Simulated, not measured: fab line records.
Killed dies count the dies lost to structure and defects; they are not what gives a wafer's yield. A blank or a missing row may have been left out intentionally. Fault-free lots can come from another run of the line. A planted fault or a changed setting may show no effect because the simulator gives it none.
Chamber matching / flow n5Finfet / rieDiel-03 running N5_BEOL_M12_DESCUM_15: 4 sister chambers
The step chemistry O2, time 7.9 s. 14 wafers are shown with their chamber, then 7 later ones without.

WAFERS PAIRED WITH THEIR CHAMBERS
wafer=L077.1; chamber=3; showerheadPlenumPTorr (Torr)=2.20; throttleValvePct (%)=20.44; oesProductAu (a.u.)=0.77
wafer=L077.4; chamber=2; showerheadPlenumPTorr (Torr)=2.22; throttleValvePct (%)=20.23; oesProductAu (a.u.)=0.85
wafer=L077.5; chamber=0; showerheadPlenumPTorr (Torr)=1.98; throttleValvePct (%)=20.88; oesProductAu (a.u.)=0.72
wafer=L080.3; chamber=3; showerheadPlenumPTorr (Torr)=2.19; throttleValvePct (%)=20.46; oesProductAu (a.u.)=0.77
wafer=L080.5; chamber=2; showerheadPlenumPTorr (Torr)=2.21; throttleValvePct (%)=20.23; oesProductAu (a.u.)=0.84
wafer=L080.6; chamber=3; showerheadPlenumPTorr (Torr)=2.19; throttleValvePct (%)=20.44; oesProductAu (a.u.)=0.76
wafer=L083.1; chamber=2; showerheadPlenumPTorr (Torr)=2.21; throttleValvePct (%)=20.26; oesProductAu (a.u.)=0.83
wafer=L083.2; chamber=3; showerheadPlenumPTorr (Torr)=2.19; throttleValvePct (%)=20.47; oesProductAu (a.u.)=0.77
wafer=L083.3; chamber=1; showerheadPlenumPTorr (Torr)=2.20; throttleValvePct (%)=20.18; oesProductAu (a.u.)=0.88
wafer=L088.3; chamber=1; showerheadPlenumPTorr (Torr)=2.19; throttleValvePct (%)=20.21; oesProductAu (a.u.)=0.85
wafer=L088.4; chamber=0; showerheadPlenumPTorr (Torr)=1.97; throttleValvePct (%)=20.90; oesProductAu (a.u.)=0.70
wafer=L088.5; chamber=2; showerheadPlenumPTorr (Torr)=2.21; throttleValvePct (%)=20.26; oesProductAu (a.u.)=0.81
wafer=L089.2; chamber=0; showerheadPlenumPTorr (Torr)=1.97; throttleValvePct (%)=20.91; oesProductAu (a.u.)=0.69
wafer=L089.3; chamber=2; showerheadPlenumPTorr (Torr)=2.21; throttleValvePct (%)=20.27; oesProductAu (a.u.)=0.81

SIGNATURES, as means of the wafers listed above
reading=showerheadPlenumPTorr; chamber 0=1.9733; chamber 1=2.1950; chamber 2=2.2120; chamber 3=2.1925; scatter within a chamber=0.00521
reading=throttleValvePct; chamber 0=20.8967; chamber 1=20.1950; chamber 2=20.2500; chamber 3=20.4525; scatter within a chamber=0.0173
reading=oesProductAu; chamber 0=0.7033; chamber 1=0.8650; chamber 2=0.8280; chamber 3=0.7675; scatter within a chamber=0.0151
Rule: for each reading, subtract the chamber's mean from the wafer's reading, divide by that reading's scatter and square the result; add these up over the readings and take the root, which gives the wafer's distance from the chamber. The wafer belongs to the nearest chamber; if the next one is less than 2 further off, it can't be placed. The scatter is the square root of a quotient: the sum, over the shown wafers, of each reading's squared deviation from its chamber's mean, divided by wafers minus chambers.

WAFERS MISSING THEIR CHAMBER
wafer=L089.5; showerheadPlenumPTorr (Torr)=2.21; throttleValvePct (%)=20.27; oesProductAu (a.u.)=0.81
wafer=L086.1; showerheadPlenumPTorr (Torr)=2.21; throttleValvePct (%)=20.27; oesProductAu (a.u.)=0.81
wafer=L086.3; showerheadPlenumPTorr (Torr)=1.97; throttleValvePct (%)=20.92; oesProductAu (a.u.)=0.69
wafer=L086.4; showerheadPlenumPTorr (Torr)=2.18; throttleValvePct (%)=20.49; oesProductAu (a.u.)=0.74
wafer=L093.3; showerheadPlenumPTorr (Torr)=2.18; throttleValvePct (%)=20.51; oesProductAu (a.u.)=0.73
wafer=L093.4; showerheadPlenumPTorr (Torr)=2.18; throttleValvePct (%)=20.48; oesProductAu (a.u.)=0.73
wafer=L093.6; showerheadPlenumPTorr (Torr)=2.20; throttleValvePct (%)=20.29; oesProductAu (a.u.)=0.80

CHAMBER TAKEN BY EACH
wafer=L089.5; from the rows above=2; in truth=2
wafer=L086.1; from the rows above=2; in truth=2
wafer=L086.3; from the rows above=0; in truth=0
wafer=L086.4; from the rows above=3; in truth=3
wafer=L093.3; from the rows above=3; in truth=3
wafer=L093.4; from the rows above=3; in truth=3
wafer=L093.6; from the rows above=2; in truth=2
Correctly placed: 7 of 7. Not placeable from these rows: 0. Placed wrongly: 0.
